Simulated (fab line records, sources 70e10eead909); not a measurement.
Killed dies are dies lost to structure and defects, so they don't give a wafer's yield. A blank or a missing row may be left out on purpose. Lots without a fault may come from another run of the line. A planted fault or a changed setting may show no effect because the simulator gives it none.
Chamber matching | flow nand_harc | NHARC_A_STAIRCASE_ETCH_188 on rie_diel-12: 4 sister chambers
The step etches the open film in C4F8/O2, target depth 100 nm, time 40.5 s. 4 wafers are shown with their chamber, then 8 later ones without.

WAFERS WITH THEIR CHAMBER
wafer  | chamber | rf_vpp_V (V)
L710.4 | 1       | 904
L713.4 | 0       | 889
L722.5 | 3       | 904
L723.3 | 2       | 889

WAFERS WITHOUT THEIR CHAMBER
wafer  | rf_vpp_V (V)
L723.4 | 890
L723.6 | 903
L725.1 | 890
L725.4 | 903
L725.6 | 891
L729.2 | 890
L729.3 | 890
L729.4 | 901

WHICH CHAMBER EACH WENT THROUGH
wafer  | from the rows above     | in truth
L723.4 | can't be placed: 0 or 2 | 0
L723.6 | can't be placed: 1 or 3 | 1
L725.1 | can't be placed: 0 or 2 | 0
L725.4 | can't be placed: 1 or 3 | 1
L725.6 | can't be placed: 0 or 2 | 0
L729.2 | can't be placed: 0 or 2 | 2
L729.3 | can't be placed: 0 or 2 | 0
L729.4 | can't be placed: 1 or 3 | 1
Placed correctly: 0 of 8. Can't be placed from these rows: 8 (the true chamber is among the candidates in 8). Placed wrongly: 0.
How it was worked out, from the rows above alone: a wafer's distance from a chamber is the root of the sum, over the readings, of the square of ((its reading less the chamber's mean) divided by the reading's scatter). The wafer belongs to the nearest chamber; if the next one is less than 2 further off, it can't be placed. A chamber's mean is the mean of its shown wafers. The scatter: with one shown wafer a chamber, the root of the mean of the squares of how far each hidden wafer lies from its nearest shown one.
